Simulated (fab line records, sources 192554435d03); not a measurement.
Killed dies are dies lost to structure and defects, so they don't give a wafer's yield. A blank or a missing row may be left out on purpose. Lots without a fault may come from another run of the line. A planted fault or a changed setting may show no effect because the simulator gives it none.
fab line records | flow n5_finfet
record lots=7 wafers=39
route steps=1938 shown PMOS_HMC_CHANNEL_EPI@78 SD_EPI_N@275 GATE_CUT@469 MOL_CONTACT_COAG@613
start_h: hours from the record's first day to the start of the lot's first wafer shown | wait_h: hours since the lot's step before | " the same as in the row above | L1.1+2: a row that stands for several wafers | - no value, or no start given | * or withheld: withheld | < > ~ a bound
route shown NAME@n: a module of which the file shows steps, and the number in the route of the first | usual: mean/standard deviation of fault-free wafers | same: alike in all rows | chamber/n: place in a boat | sites: the reading at each site | _std_site: their standard deviation | _edge_site: outer sites' mean less inner sites' | radius_mm: how far each site lies from the wafer's centre | mask NAME#n: copy n | behind: the tool/chamber that last shaped the wafer | hold: why the lot was held/for how many hours/how that ended | device: the transistor (n, p or np) that didn't switch | end of line: the same wafers' tests at the end of the route | a step without rows: its recipe alone | killed: dies lost to structure and defects at the first sort, not the wafer's yield | map: a wafer's dies, x killed, . not, _ none there
set.NAME: the setting as run; set.NAME@STEP: as run at that earlier step | model.NAME: the simulator's own value behind a step, which no gauge read
lots whose settings were changed on purpose; a table a step, a row a wafer
## steps
# step N5_PMOS_HMC_CHANNEL_EPI_EPI_20
# recipe material=SiGe30 mask_material=SiO2 pressure_torr=20 target_thk_a=590 temp_c=600
# columns lot.wafer tool chamber start_h wait_h set.pressure_torr model.SiGe30_of_PMOS_HMC_CHANNEL_EPI_EPI_20.thk_nm
L081.1 epi_rpcvd-01 0 59.81 0.0 20 58.58
L081.2 " 0 " " 20 59.25
L081.3 " 0 " " 20 58.73
L081.4 " 0 " " 20 59.24
L081.5 " 0 " " 20 59.72
L081.6 " 0 " " 20 59.55
L085.1 epi_rpcvd-01 0 83.69 0.0 22.52 62.9
L085.2 " 0 " " 22.52 62.4
L085.3 " 0 " " 22.52 62.18
L085.4 " 0 " " 22.52 62.29
L085.5 " 0 " " 22.52 61.86
L085.6 " 0 " " 22.52 61.74
L087.1 epi_rpcvd-01 0 95.70 0.0 21.66 60.93
L087.2+5 " 0 " " 21.66 60.68
L087.3 " 0 " " 21.66 60.61
L087.4 " 0 " " 21.66 61.48
L087.6 " 0 " " 21.66 60.09
L089.1 epi_rpcvd-01 0 107.96 0.0 18.74 57.74
L089.2 " 0 " " 18.74 58
L089.3 " 0 " " 18.74 57.33
L089.4 " 0 " " 18.74 57.39
L089.5 " 0 " " 18.74 57.65
L089.6 " 0 " " 18.74 57.52
L093.1 epi_rpcvd-04 0 132.48 0.0 22.72 61.82
L093.2 " 0 " " 22.72 62.03
L093.3 " 0 " " 22.72 60.88
L093.4 " 0 " " 22.72 61.64
L093.5 " 0 " " 22.72 61.19
L093.6 " 0 " " 22.72 61.87
L095.2 epi_rpcvd-01 0 144.55 0.3 20 58.75
L095.3 " 0 " " 20 59.01
L095.6 " 0 " " 20 58.85
L096.1 epi_rpcvd-02 0 149.76 0.0 19.1 58.4
L096.2 " 0 " " 19.1 57.9
L096.3 " 0 " " 19.1 57.65
L096.4 " 0 " " 19.1 57.99
L096.5 " 0 " " 19.1 57.68
L096.6 " 0 " " 19.1 57.76
# step N5_SD_EPI_N_ETCH_35
# recipe chemistry=N2/H2 target=SOC overetch_a=1080 mask_material=SiARC temp_c=40 ion_energy_ev=100 source_w=3000 bias_w=133 pressure_mtorr=20 time_s=486 n2_flow_sccm=200 h2_flow_sccm=200
# usual rf_vpp_V=240.8/1.2
# columns lot.wafer tool chamber start_h wait_h set.source_w rf_vpp_V
L081.1 rie_diel-04 2 92.09 0.0 2704 251.4
L081.2 " 3 " " 2704 252.4
L081.3 " 1 " " 2704 248.0
L081.4 " 0 " " 3000 240.8
L081.5 " 0 " " 3000 240.5
L081.6 " 3 " " 3000 241.9
L085.1 rie_diel-03 3 118.16 0.0 2835 245.6
L085.2 " 1 " " 2835 245.4
L085.3 " 0 " " 2835 245.0
L085.4 " 1 " " 3000 240.1
L085.5 " 0 " " 3000 240.3
L085.6 " 3 " " 3000 240.3
L087.1 rie_diel-01 1 125.23 0.0 2481 259.3
L087.2 " 3 " " 2481 258.9
L087.3 " 0 " " 2481 256.0
L087.4 " 2 " " 3000 240.4
L087.5 " 3 " " 3000 240.2
L087.6 " 2 " " 3000 241.0
L089.1 rie_diel-04 2 138.07 0.0 3000 240.8
L089.2 " 1 " " 3000 238.1
L089.3 " 3 " " 3358 232.8
L089.4 " 3 " " 3000 241.8
L089.5 " 2 " " 3358 232.0
L089.6 " 1 " " 3358 231.5
L093.1 rie_diel-03 3 163.46 0.0 3000 239.9
L093.2 " 0 " " 2768 247.2
L093.3 " 2 " " 3000 241.0
L093.4 " 1 " " 2768 247.2
L093.5 " 1 " " 2768 245.6
L093.6 " 0 " " 3000 240.1
L095.2 rie_diel-04 0 174.63 0.0 3000 239.8
L095.3 " 2 " " 3000 242.0
L095.6 " 2 " " 3000 240.9
L096.1 rie_diel-01 2 181.20 0.0 3439 228.4
L096.2 " 3 " " 3000 240.1
L096.3 " 0 " " 3000 239.6
L096.4 " 1 " " 3439 232.4
L096.5 " 0 " " 3439 230.6
L096.6 " 3 " " 3000 240.9
# step N5_GATE_CUT_ETCH_58
# recipe chemistry=CH3F/O2 target=SiNx target_depth_a=170 time_s=128.6 ion_energy_ev=50 pressure_mtorr=30 source_w=415 bias_w=21 Ar_flow_sccm=150 CH3F_flow_sccm=30 O2_flow_sccm=20
# columns lot.wafer tool chamber start_h wait_h set.target_depth_a model.etch.depth_nm
L081.1 rie_diel-02 1 121.93 0.0 161.6 15.71
L081.2 " 3 " " 170 16.68
L081.3 " 0 " " 170 17.25
L081.4 " 2 " " 170 15.99
L081.5 " 0 " " 161.6 16.3
L081.6 " 1 " " 161.6 15.78
L085.1 rie_diel-06 0 148.24 0.0 182.9 18
L085.2 " 3 " " 170 17.06
L085.3 " 2 " " 182.9 17.97
L085.4+6 " 1 " " 170 16.68
L085.5 " 2 " " 182.9 17.74
L087.1 rie_diel-06 2 155.42 0.0 170 16.57
L087.2+6 " 3 " " 170 17.08
L087.3 " 0 " " 170 16.45
L087.4 " 1 " " 170 16.41
L087.5 " 2 " " 170 16.54
L089.1 rie_diel-06 0 168.52 0.1 150.3 14.75
L089.2 " 1 " " 170 16.73
L089.3 " 2 " " 170 16.76
L089.4 " 1 " " 150.3 14.79
L089.5 " 2 " " 170 16.77
L089.6 " 0 " " 150.3 14.85
L093.1 rie_diel-05 3 193.47 0.0 170 16.82
L093.2 " 2 " " 170 17.18
L093.3 " 1 " " 170 16.56
L093.4 " 0 " " 170 16.9
L093.5 " 1 " " 170 16.47
L093.6 " 0 " " 170 17.03
L095.2 rie_diel-05 2 208.11 0.0 170 17.17
L095.3 " 3 " " 170 16.76
L095.6 " 0 " " 170 16.87
L096.1 rie_diel-02 0 211.50 0.0 170 17.58
L096.2 " 3 " " 170 17.22
L096.3 " 1 " " 170 16.73
L096.4 " 3 " " 191.9 19.57
L096.5 " 1 " " 191.9 18.9
L096.6 " 0 " " 191.9 19.97
# step N5_MOL_CONTACT_COAG_ETCHBACK_136
# recipe chemistry=CHF3 target=SiO2 target_depth_a=250 time_s=16.7 ion_energy_ev=200 pressure_mtorr=30 source_w=610 bias_w=170 Ar_flow_sccm=200 CHF3_flow_sccm=50
# columns lot.wafer tool chamber start_h wait_h set.target_depth_a
L081.1+2+3 rie_diel-01 2,1,3 144.66 0.0 274.3
L081.4+5+6 " 0,2,1 " " 250
L085.1+4+6 rie_diel-03 2,1,3 169.40 0.0 232.3
L085.2+3+5 " 0,3,0 " " 250
L087.1+2+6 rie_diel-03 2,1,2 174.98 0.0 270.2
L087.3+4+5 " 0,3,3 " " 250
L089.1+2+5 rie_diel-03 3,1,1 189.14 0.0 261.5
L089.3+4+6 " 0,2,2 " " 250
L093.1+2+4 rie_diel-03 2,1,3 212.79 0.0 250
L093.3+5+6 " 0,3,2 " " 215.3
L095.2+3+6 rie_diel-04 2,1,3 227.72 0.0 250
L096.1+5+6 rie_diel-03 1,1,2 231.48 0.0 250
L096.2+3+4 " 3,0,2 " " 232
# step N5_MOL_CONTACT_COAG_STRIP_120
# recipe chemistry=CHF3 resist=SiARC rf_frequency_hz=6e+07
# step N5_MOL_CONTACT_COAG_VIA_ETCH_117
# recipe chemistry=C4F6/O2 target_depth_a=400 overetch_a=80 mask_material=SOC target=SiO2 bias_w=455 pressure_mtorr=10 time_s=26 source_w=325 Ar_flow_sccm=300 C4F6_flow_sccm=10 O2_flow_sccm=10 ion_energy_ev=575.3 ends=end_point
# columns lot.wafer tool chamber start_h wait_h set.target_depth_a@MOL_CONTACT_COAG_ETCHBACK_136 model.etch.depth_nm model.MOL_CONTACT_COAG.feature_depth_nm
L081.1 rie_diel-01 2 144.69 0.0 274.3 38.04 38
L081.2 " 1 " " 274.3 37.09 37
L081.3 " 3 " " 274.3 38.42 38.4
L081.4 " 0 " " 250 39.67 39.6
L081.5 " 2 " " 250 40.58 40.6
L081.6 " 1 " " 250 39.54 39.6
L085.1 rie_diel-03 2 169.43 0.0 232.3 42.38 42.4
L085.2 " 0 " " 250 40.34 40.4
L085.3 " 3 " " 250 40.98 41
L085.4 " 1 " " 232.3 41.88 41.8
L085.5 " 0 " " 250 40.29 40.2
L085.6 " 3 " " 232.3 42.65 42.6
L087.1 rie_diel-03 2 175.01 0.0 270.2 38.64 38.6
L087.2 " 1 " " 270.2 38.11 38.2
L087.3 " 0 " " 250 40.35 40.4
L087.4 " 3 " " 250 40.94 41
L087.5 " 3 " " 250 41.09 41
L087.6 " 2 " " 270.2 38.71 38.8
L089.1 rie_diel-03 3 189.17 0.0 261.5 39.72 39.8
L089.2 " 1 " " 261.5 38.97 39
L089.3 " 0 " " 250 40.01 40
L089.4+6 " 2 " " 250 40.54 40.6
L089.5 " 1 " " 261.5 38.91 39
L093.1 rie_diel-03 2 212.82 0.0 250 40.96 41
L093.2 " 1 " " 250 40.28 40.2
L093.3 " 0 " " 215.3 43.29 43.2
L093.4 " 3 " " 250 41.49 41.4
L093.5 " 3 " " 215.3 44.61 44.6
L093.6 " 2 " " 215.3 44.24 44.2
L095.2 rie_diel-04 2 227.76 0.0 250 39.26 39.2
L095.3 " 1 " " 250 39.82 39.8
L095.6 " 3 " " 250 40.41 40.4
L096.1 rie_diel-03 1 231.51 0.0 250 40.12 40.2
L096.2 " 3 " " 232 42.84 42.8
L096.3 " 0 " " 232 41.47 41.4
L096.4 " 2 " " 232 42.39 42.4
L096.5 " 1 " " 250 40.22 40.2
L096.6 " 2 " " 250 40.81 40.8
## key
split step=N5_PMOS_HMC_CHANNEL_EPI_EPI_20 setting=pressure_torr stated=20 by=lot
response step=N5_PMOS_HMC_CHANNEL_EPI_EPI_20 reading=model.SiGe30_of_PMOS_HMC_CHANNEL_EPI_EPI_20.thk_nm change=+0.22 per=1% r=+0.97
split step=N5_SD_EPI_N_ETCH_35 setting=source_w stated=3000 by=wafer
response step=N5_SD_EPI_N_ETCH_35 reading=rf_vpp_V change=-0.847 per=1% r=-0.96
split step=N5_GATE_CUT_ETCH_58 setting=target_depth_a stated=170 by=wafer
response step=N5_GATE_CUT_ETCH_58 reading=model.etch.depth_nm change=+0.168 per=1% r=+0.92
split step=N5_MOL_CONTACT_COAG_ETCHBACK_136 setting=target_depth_a stated=250 by=wafer
response step=N5_MOL_CONTACT_COAG_VIA_ETCH_117 reading=model.etch.depth_nm change=-0.239 per=1% r=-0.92
response step=N5_MOL_CONTACT_COAG_VIA_ETCH_117 reading=model.MOL_CONTACT_COAG.feature_depth_nm change=-0.238 per=1% r=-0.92
